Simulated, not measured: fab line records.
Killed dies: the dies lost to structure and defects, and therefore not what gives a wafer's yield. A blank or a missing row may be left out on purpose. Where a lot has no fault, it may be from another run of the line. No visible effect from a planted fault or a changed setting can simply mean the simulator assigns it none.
Which tool did it? / flow n5 finfet / 24 lots with 72 wafers sampled at 2 steps, on a route of 1938 steps

WHAT THE GAUGES SHOWED, per wafer
N5_FIN_SAQP_CD_MEAS_16: target cd 35.6 nm. Usual: cd nm 35.5 nm, standard deviation 0.44.
lot=L074; measured=day 1 21:39; on=cd sem-01; cd nm (nm)=35.8 35.7 35.4; flag=
lot=L075; measured=day 2 03:08; on=cd sem-02; cd nm (nm)=35.8 35.4 35.5; flag=
lot=L076; measured=day 2 10:07; on=cd sem-02; cd nm (nm)=35.6 35.3 34.4; flag=
lot=L077; measured=day 2 15:31; on=cd sem-01; cd nm (nm)=34.8 35.0 35.4; flag=
lot=L078; measured=day 2 22:14; on=cd sem-02; cd nm (nm)=36.1 36.5 35.7; flag=
lot=L079; measured=day 3 04:05; on=cd sem-02; cd nm (nm)=34.8 35.8 35.6; flag=
lot=L080; measured=day 3 09:58; on=cd sem-03; cd nm (nm)=35.5 34.7 35.7; flag=
lot=L081; measured=day 3 16:07; on=cd sem-01; cd nm (nm)=35.8 35.5 35.5; flag=
lot=L082; measured=day 4 00:09; on=cd sem-02; cd nm (nm)=35.8 35.3 35.7; flag=
lot=L083; measured=day 4 04:02; on=cd sem-02; cd nm (nm)=35.3 34.9 35.4; flag=
lot=L084; measured=day 4 10:09; on=cd sem-02; cd nm (nm)=35.8 34.5 35.0; flag=
lot=L085; measured=day 4 16:08; on=cd sem-01; cd nm (nm)=35.9 35.7 36.2; flag=
lot=L086; measured=day 4 21:55; on=cd sem-01; cd nm (nm)=34.9 35.4 35.4; flag=
lot=L087; measured=day 5 05:00; on=cd sem-02; cd nm (nm)=35.0 34.8 35.0; flag=
lot=L088; measured=day 5 10:31; on=cd sem-01; cd nm (nm)=35.5 35.6 35.5; flag=
lot=L089; measured=day 5 16:14; on=cd sem-01; cd nm (nm)=35.8 36.3 35.4; flag=
lot=L090; measured=day 5 22:54; on=cd sem-01; cd nm (nm)=36.4 36.0 35.5; flag=
lot=L091; measured=day 6 04:38; on=cd sem-03; cd nm (nm)=35.7 35.3 34.9; flag=
lot=L092; measured=day 6 10:57; on=cd sem-01; cd nm (nm)=36.3 35.4 35.6; flag=
lot=L093; measured=day 6 17:07; on=cd sem-03; cd nm (nm)=35.6 35.4 35.6; flag=
lot=L094; measured=day 6 23:49; on=cd sem-02; cd nm (nm)=35.4 36.0 35.4; flag=
lot=L095; measured=day 7 05:34; on=cd sem-03; cd nm (nm)=35.7 35.2 36.0; flag=
lot=L096; measured=day 7 11:04; on=cd sem-01; cd nm (nm)=35.7 35.5 35.6; flag=
lot=L097; measured=day 7 16:04; on=cd sem-02; cd nm (nm)=35.3 35.7 35.3; flag=

WHICH TOOL RAN EACH LOT (tool, then ch and the chambers of the sampled wafers, then the start)
lot=L074; N5_PMOS_HMC_CHANNEL_EPI_FIN_RECESS_16=rie si-01 ch 1,2, day 1 17:53
lot=L075; N5_PMOS_HMC_CHANNEL_EPI_FIN_RECESS_16=rie si-02 ch 0,2,3, day 1 23:30
lot=L076; N5_PMOS_HMC_CHANNEL_EPI_FIN_RECESS_16=rie si-04 ch 1,2,3, day 2 05:33
lot=L077; N5_PMOS_HMC_CHANNEL_EPI_FIN_RECESS_16=rie si-04 ch 0,2,3, day 2 11:35
lot=L078; N5_PMOS_HMC_CHANNEL_EPI_FIN_RECESS_16=rie si-02 ch 1,2, day 2 17:39
lot=L079; N5_PMOS_HMC_CHANNEL_EPI_FIN_RECESS_16=rie si-02 ch 1,3, day 2 23:57
lot=L080; N5_PMOS_HMC_CHANNEL_EPI_FIN_RECESS_16=rie si-01 ch 0,1, day 3 06:20
lot=L081; N5_PMOS_HMC_CHANNEL_EPI_FIN_RECESS_16=rie si-04 ch 0,2,3, day 3 12:17
lot=L082; N5_PMOS_HMC_CHANNEL_EPI_FIN_RECESS_16=rie si-01 ch 0,3, day 3 20:28
lot=L083; N5_PMOS_HMC_CHANNEL_EPI_FIN_RECESS_16=rie si-02 ch 1,2,3, day 4 00:32
lot=L084; N5_PMOS_HMC_CHANNEL_EPI_FIN_RECESS_16=rie si-01 ch 0,2,3, day 4 05:54
lot=L085; N5_PMOS_HMC_CHANNEL_EPI_FIN_RECESS_16=rie si-04 ch 1,2,3, day 4 12:01
lot=L086; N5_PMOS_HMC_CHANNEL_EPI_FIN_RECESS_16=rie si-01 ch 0,2,3, day 4 18:07
lot=L087; N5_PMOS_HMC_CHANNEL_EPI_FIN_RECESS_16=rie si-02 ch 1,2,3, day 4 23:48
lot=L088; N5_PMOS_HMC_CHANNEL_EPI_FIN_RECESS_16=rie si-04 ch 0,2,3, day 5 06:37
lot=L089; N5_PMOS_HMC_CHANNEL_EPI_FIN_RECESS_16=rie si-02 ch 1,2,3, day 5 11:35
lot=L090; N5_PMOS_HMC_CHANNEL_EPI_FIN_RECESS_16=rie si-01 ch 2,3, day 5 18:07
lot=L091; N5_PMOS_HMC_CHANNEL_EPI_FIN_RECESS_16=rie si-02 ch 2,3, day 6 00:07
lot=L092; N5_PMOS_HMC_CHANNEL_EPI_FIN_RECESS_16=rie si-01 ch 0,1,2, day 6 06:50
lot=L093; N5_PMOS_HMC_CHANNEL_EPI_FIN_RECESS_16=rie si-02 ch 0,1, day 6 12:34
lot=L094; N5_PMOS_HMC_CHANNEL_EPI_FIN_RECESS_16=rie si-01 ch 1,3, day 6 19:46
lot=L095; N5_PMOS_HMC_CHANNEL_EPI_FIN_RECESS_16=rie si-04 ch 0,1,2, day 7 00:31
lot=L096; N5_PMOS_HMC_CHANNEL_EPI_FIN_RECESS_16=rie si-01 ch 0,2,3, day 7 06:08
lot=L097; N5_PMOS_HMC_CHANNEL_EPI_FIN_RECESS_16=rie si-04 ch 0,1, day 7 12:32
- N5_PMOS_HMC_CHANNEL_EPI_FIN_RECESS_16: chemistry HBr/Cl2, target Si, target depth 54 nm, time 18 s.

WHAT THE TOOLS THEMSELVES READ (means of the sampled wafers that have a number; where no wafer has one, the mark that the record gives instead)
N5_PMOS_HMC_CHANNEL_EPI_FIN_RECESS_16. Usual: drypump motor current A 5.7 A, standard deviation 0.5; oes product au 0.997 a.u., standard deviation 0.018; throttle valve pct 35.5 %, standard deviation 0.5.
lot=L074; tool=rie si-01; drypump motor current A (A)=5.3; oes product au (a.u.)=1.008; throttle valve pct (%)=35.3; flag=
lot=L075; tool=rie si-02; drypump motor current A (A)=5.8; oes product au (a.u.)=1.001; throttle valve pct (%)=35.7; flag=
lot=L076; tool=rie si-04; drypump motor current A (A)=5.5; oes product au (a.u.)=0.992; throttle valve pct (%)=35.8; flag=
lot=L077; tool=rie si-04; drypump motor current A (A)=5.6; oes product au (a.u.)=0.993; throttle valve pct (%)=35.4; flag=
lot=L078; tool=rie si-02; drypump motor current A (A)=6.3; oes product au (a.u.)=0.986; throttle valve pct (%)=36.0; flag=
lot=L079; tool=rie si-02; drypump motor current A (A)=6.4; oes product au (a.u.)=1.013; throttle valve pct (%)=35.4; flag=
lot=L080; tool=rie si-01; drypump motor current A (A)=5.7; oes product au (a.u.)=1.010; throttle valve pct (%)=34.9; flag=
lot=L081; tool=rie si-04; drypump motor current A (A)=5.5; oes product au (a.u.)=1.002; throttle valve pct (%)=35.4; flag=
lot=L082; tool=rie si-01; drypump motor current A (A)=5.9; oes product au (a.u.)=0.994; throttle valve pct (%)=34.9; flag=
lot=L083; tool=rie si-02; drypump motor current A (A)=6.2; oes product au (a.u.)=0.986; throttle valve pct (%)=35.7; flag=
lot=L084; tool=rie si-01; drypump motor current A (A)=5.6; oes product au (a.u.)=0.989; throttle valve pct (%)=35.4; flag=
lot=L085; tool=rie si-04; drypump motor current A (A)=5.5; oes product au (a.u.)=0.988; throttle valve pct (%)=35.8; flag=
lot=L086; tool=rie si-01; drypump motor current A (A)=5.6; oes product au (a.u.)=1.000; throttle valve pct (%)=35.4; flag=
lot=L087; tool=rie si-02; drypump motor current A (A)=6.2; oes product au (a.u.)=0.991; throttle valve pct (%)=35.7; flag=
lot=L088; tool=rie si-04; drypump motor current A (A)=5.5; oes product au (a.u.)=1.004; throttle valve pct (%)=35.4; flag=
lot=L089; tool=rie si-02; drypump motor current A (A)=6.2; oes product au (a.u.)=0.992; throttle valve pct (%)=35.7; flag=
lot=L090; tool=rie si-01; drypump motor current A (A)=5.3; oes product au (a.u.)=1.007; throttle valve pct (%)=35.8; flag=
lot=L091; tool=rie si-02; drypump motor current A (A)=5.9; oes product au (a.u.)=0.988; throttle valve pct (%)=35.8; flag=
lot=L092; tool=rie si-01; drypump motor current A (A)=5.7; oes product au (a.u.)=1.000; throttle valve pct (%)=35.2; flag=
lot=L093; tool=rie si-02; drypump motor current A (A)=6.3; oes product au (a.u.)=0.994; throttle valve pct (%)=35.9; flag=
lot=L094; tool=rie si-01; drypump motor current A (A)=5.1; oes product au (a.u.)=1.015; throttle valve pct (%)=35.4; flag=
lot=L095; tool=rie si-04; drypump motor current A (A)=5.6; oes product au (a.u.)=0.992; throttle valve pct (%)=35.7; flag=
lot=L096; tool=rie si-01; drypump motor current A (A)=5.6; oes product au (a.u.)=0.995; throttle valve pct (%)=35.4; flag=
lot=L097; tool=rie si-04; drypump motor current A (A)=5.9; oes product au (a.u.)=1.000; throttle valve pct (%)=35.4; flag=

THE ANSWER, worked out from the rows above alone
Rule: take the mean of a lot's wafers that have a number; if it is more than 3 standard deviations from the usual mean, the lot is off. Also off: a lot with no number at a reading for which 4 or more lots have one. Where the step has rows for the other lots, those lots are counted as sound. After the gauges, taken in route order, come the tools' own readings; for these a lot's mean is taken, as printed above. The first step at which some lot is off is used, and at that step the reading that is off furthest; a lot without a number counts as furthest.
None of the lots is off at any reading shown; this tells nothing.

WHAT THE SIMULATOR HAD INSERTED
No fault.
